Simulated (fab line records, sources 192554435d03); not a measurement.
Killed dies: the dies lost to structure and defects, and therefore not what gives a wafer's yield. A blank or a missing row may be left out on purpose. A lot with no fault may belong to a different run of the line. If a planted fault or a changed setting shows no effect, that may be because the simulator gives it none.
Split-lot experiment    flow n5Finfet    21 wafers read across 7 lots, on a route 1938 steps long

== ON THE SPLIT ==
At N5_MOL_CONTACT_COAG_CONTACT_ETCH_14 (etches SiO2 in C4F6/O2, target depth 27.5 nm, overetch 8.5 nm, time 20 s), the setting sourceW was moved away from the recipe's 370 W on 4 of the 21 wafers read, by +16.5% to +17.9%. The other wafers ran this setting at the recipe's value.

The reading comes from the split's own step.

== THE READING ==
rfVppV, in V, at N5_MOL_CONTACT_COAG_CONTACT_ETCH_14 (etches SiO2 in C4F6/O2, target depth 27.5 nm, overetch 8.5 nm, time 20 s). A value of 691.6 V with a standard deviation of 3 V is what fault-free wafers of this fab line usually give.

wafer   tool, chamber at the split  sourceW as run, W  against the recipe  rfVppV, V  against lot-mates on the recipe
L081.1  rieDiel-05, 2               370                recipe              687.5      -
L081.2  rieDiel-05, 3               370                recipe              693.9      -
L081.3  rieDiel-05, 0               370                recipe              686.6      -
L082.2  rieDiel-04, 3               370                recipe              689.9      -
L082.4  rieDiel-04, 2               370                recipe              691.7      -
L082.6  rieDiel-04, 1               370                recipe              695.4      -
L084.2  rieDiel-05, 0               370                recipe              687.6      -
L084.3  rieDiel-05, 1               370                recipe              692.3      -
L084.6  rieDiel-05, 0               370                recipe              687.8      -
L087.1  rieDiel-03, 0               370                recipe              690.0      -
L087.2  rieDiel-03, 3               370                recipe              691.0      -
L087.3  rieDiel-03, 2               370                recipe              696.6      -
L090.2  rieDiel-03, 2               370                recipe              696.6      -
L090.3  rieDiel-03, 0               370                recipe              691.6      -
L090.5  rieDiel-03, 2               370                recipe              694.7      -
L091.2  rieDiel-05, 2               370                recipe              688.6      -
L091.3  rieDiel-05, 0               436.1              +17.9%              650.6      -38.0
L091.6  rieDiel-05, 1               436.1              +17.9%              656.3      -32.3
L092.2  rieDiel-04, 3               431.1              +16.5%              660.6      -33.2
L092.4  rieDiel-04, 3               431.1              +16.5%              660.5      -33.3
L092.6  rieDiel-04, 1               370                recipe              693.8      -

THE FIT
A straight line over all 21 wafers: rfVppV changes by -2.01 V for each +1% of sourceW; r = -0.97; the points scatter about the line by 3.3 V.
The same after taking each lot's own level away (the mean of its wafers on the recipe; 21 wafers): -1.99 V for each +1%; r = -0.98; scatter 2.5 V.
According to that fit, moving sourceW by its largest amount changes the reading by 36 V.
Measured against the standard deviation above, the lots' own levels, which go from 688.60 to 694.30 V, span 1.9 times it.
So the lot-to-lot level changes the slope little: the two slopes agree.
Check: -34.6 V against its lot-mates is what the line predicts for one of the wafers moved furthest among these (+17.9%) when that wafer is left out of the fit. Against them it came out at -38 V.
Tool readings at the split's step, against how far the setting was moved: rfVppV r = -0.97.

== OTHER SPLITS APPLIED TO THESE WAFERS ==
These wafers also went through other splits before the reading. Each is held against what the fit with the lots' levels taken away leaves over:
other split on the same wafers    wafers away from the commonest value  r with rfVppV (lot level and that fit taken away)
N5_DUMMY_GATE_COAT_34 spinRpm     7                                     +0.01
N5_SD_EPI_P_ETCH_16 targetDepthA  8                                     +0.43
N5_SD_EPI_P_EPI_21 tempC          4                                     +0.15
N5_HKMG_FIN_EXPOSE_46 doseMj      7                                     +0.11
N5_GATE_CUT_CUT_ETCH_53 icpW      9                                     -0.07

== THE FILE'S OWN FIT ==
rfVppV changes by -1.99 V for each +1% of sourceW, r = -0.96.
